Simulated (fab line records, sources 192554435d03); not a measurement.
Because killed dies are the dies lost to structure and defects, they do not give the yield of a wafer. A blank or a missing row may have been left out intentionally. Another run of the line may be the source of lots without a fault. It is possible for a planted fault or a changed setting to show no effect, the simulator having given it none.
Struck lot and sound lot, side by side || flow n5-finfet || 38 steps out of a route of 1938
Sound: wafers L547.2, L547.3, L547.5. Struck: wafers L535.4, L535.6 (left out: L535.3, a lot-mate that was not struck); the cause follows at the end.
For every step that has rows: the tool of each side, followed by ch and its chambers, followed by its first start. Under that, the readings that differ: sound wafers || struck wafers || difference of the means || sigmas: that difference in standard deviations of wafers without a fault.
alike: a reading whose means differ by less than 2 such deviations, as well as words and numbers matching on both sides. not compared: withheld readings; readings where some wafer has no value; bounds like >300 that might hide an equal value; numbers whose values overlap and for which the record gives no deviation.
Wherever a step has rows on one side only, a row that says differs or no value, or a row with sigmas, the two part there. Non-overlapping numbers with no deviation appear without sigmas and do not part them. A reading that every wafer of one side lacks parts them only if that side has two wafers or more.

first, 9 steps without rows for these wafers: N5_BEOL_M4_ANNEAL_95 (time 240 s); N5_BEOL_M4_SPUTTER_96 (material Cu, target thk 4.5 nm, time 8.29 s); N5_BEOL_M4_ECD_50 (material Cu, target thk 300 nm); N5_BEOL_M4_ANNEAL_51 (time 90 s); N5_BEOL_M4_CMP_52 (polishes, stops on SiOC, t overpolish 6.8 s, target thk 40 nm); N5_BEOL_M4_PRE_CLEAN_60 (time 15 s); N5_BEOL_M4_CO_CAP_55 (material Co, precursor CCTBA/H2, target thk 2 nm, time 102.1 s); N5_BEOL_M4_PRE_CLEAN_56 (time 15 s); N5_BEOL_M4_DEP_57 (deposits SiCN from 3MS/NH3, target thk 8 nm, time 14 s).
N5_BEOL_M4_RC_MEAS_101:
  sound on prober-01 ch 0, day 15 20:09; struck on prober-02 ch 0, day 12 19:17
{"reading": "IOFF_N (nA/um)", "sound": "0.190 0.179 0.202", "struck": "0.140 0.134", "difference": -0.053, "sigmas": -3}
  alike: DIBL_N, DIBL_P, IOFF_P, ION_N, ION_P, SS_N, SS_P, VT_N, VT_P
then, 24 steps without rows for these wafers: N5_BEOL_M5_ILD_DEP_00 (deposits SiCOH lowk from DEMS/porogen, target thk 140.64 nm, time 25.9 s); N5_BEOL_M5_CURE_79 (cures SiCOH lowk, time 240 s); N5_BEOL_M5_PECVD_70 (deposits SiO2 from TEOS/O2, target thk 16 nm, time 18 s); N5_BEOL_M5_HM_DEP_02 (deposits TiN, target thk 20 nm); N5_BEOL_M5_COAT_59 (time 60 s, resist thk 60 nm); N5_BEOL_M5_COAT_60 (time 60 s, resist thk 12 nm); N5_BEOL_M5_COAT_71 (time 60 s, resist thk 5 nm); N5_BEOL_M5_COAT_05 (resist thk 30 nm); N5_BEOL_M5_EBR_07; N5_BEOL_M5_SOFTBAKE_06 (time 60 s); N5_BEOL_M5_EXPOSE_08 (exposes mask M5, target cd 28 nm); N5_BEOL_M5_PEB_09 (peb time 60 s); N5_BEOL_M5_DEVELOP_10 (develop time 30 s); N5_BEOL_M5_DESCUM_16 (chemistry O2, time 7 s); N5_BEOL_M5_ETCH_72 (etches underlayer in N2/H2, target depth 6.5 nm, time 5.2 s); N5_BEOL_M5_ETCH_61 (etches SiARC in CF4, target depth 15.6 nm, time 26 s); N5_BEOL_M5_ETCH_62 (etches SOC in N2/H2, target depth 75 nm, overetch 15 nm, time 112.5 s); N5_BEOL_M5_STRIP_63 (strips in N2/H2); N5_BEOL_M5_STRIP_73 (strips in N2/H2); N5_BEOL_M5_STRIP_64 (strips in CF4); N5_BEOL_M5_HM_OPEN_17 (chemistry Cl2/BCl3, target TiN, target depth 20 nm, overetch 6 nm); N5_BEOL_M5_STRIP_19 (strips in O2); N5_BEOL_M5_COAT_65 (time 60 s, resist thk 60 nm); N5_BEOL_M5_COAT_66 (time 60 s, resist thk 12 nm).
-- the record jumps here: 2 days lie between the struck wafers' starts before and after (it left off in module BEOL_M5 and takes up again in module BEOL_M10, whose first step shown is number 1530 of the route) --
N5_BEOL_M10_CMP_52: polishes, stops on SiCOH lowk, t overpolish 7 s, target thk 140 nm.
  sound on cmp-04 ch 0,2,3, day 18 05:15; struck on cmp-04 ch 0,2, day 15 02:43
{"reading": "barrier-field-endpoint-s (s)", "sound": "28.1 28.5 29.5", "struck": "47.0 47.0", "difference": "+18.3", "sigmas": "+32"}
{"reading": "overpolish-run-s (s)", "sound": "7.018 7.011 7.001", "struck": "0.034 0.032", "difference": -6.977, "sigmas": "-99 or more"}
{"reading": "time-to-endpoint-s (s)", "sound": "62.6 65.1 65.7", "struck": "85.9 85.5", "difference": "+21.2", "sigmas": "+10"}
  alike: motor-current-A
  not compared: pad-life-wafers
N5_BEOL_M10_THK_MEAS_53: measures by xrf.
  struck on film-metro-01, day 15 02:59; sound on film-metro-02, day 18 05:31
{"reading": "M10_THK (nm)", "sound": "140.4 136.1 140.8", "struck": "257.0 253.8", "difference": "+116.3", "sigmas": "+48"}
N5_BEOL_M10_INSPECT_58: inspects for defects (darkfield).
  struck on defect-inspect-02, day 15 03:08; sound on defect-inspect-02, day 18 05:40
{"reading": "raw-defect-count", "sound": "72 76 62", "struck": "2245 2215", "difference": "+2160", "sigmas": "+94"}
N5_PASSIVATION_PROBE_49:
  struck on prober-01, day 17 01:17; sound on prober-01, day 20 09:12
{"reading": "defect-limited-yield (%)", "sound": "91.5 90.8 90.6", "struck": "0 0", "difference": -91, "sigmas": -70}
{"reading": "killed_at_M4_up", "sound": "10 10 14", "struck": "1060 1090", "difference": "+1064", "sigmas": "+99 or more"}
{"reading": "killed-dies", "sound": "100 109 111", "struck": "1180 1180", "difference": "+1073", "sigmas": "+67"}
{"reading": "killed-on-rim", "sound": "10 21 12", "struck": "152 152", "difference": "+138", "sigmas": "+34"}
{"reading": "sort-n-pass", "sound": "1080 1071 1069", "struck": "0 0", "difference": -1073, "sigmas": -67}
{"reading": "sort-yield-pct (%)", "sound": "91.5 90.8 90.6", "struck": "0 0", "difference": -91, "sigmas": -70}
  alike: killed_at_M0_to_M3, killed-at-contacts, killed-at-front-end, killed-at-other, killed-open, killed-short, sort_bin_5_function, sort_bin_6_memory

== WHERE THEY PART ==
At N5_BEOL_M4_RC_MEAS_101 first; at N5_PASSIVATION_PROBE_49 last (within this record only).

WHY: whatever the simulator had introduced
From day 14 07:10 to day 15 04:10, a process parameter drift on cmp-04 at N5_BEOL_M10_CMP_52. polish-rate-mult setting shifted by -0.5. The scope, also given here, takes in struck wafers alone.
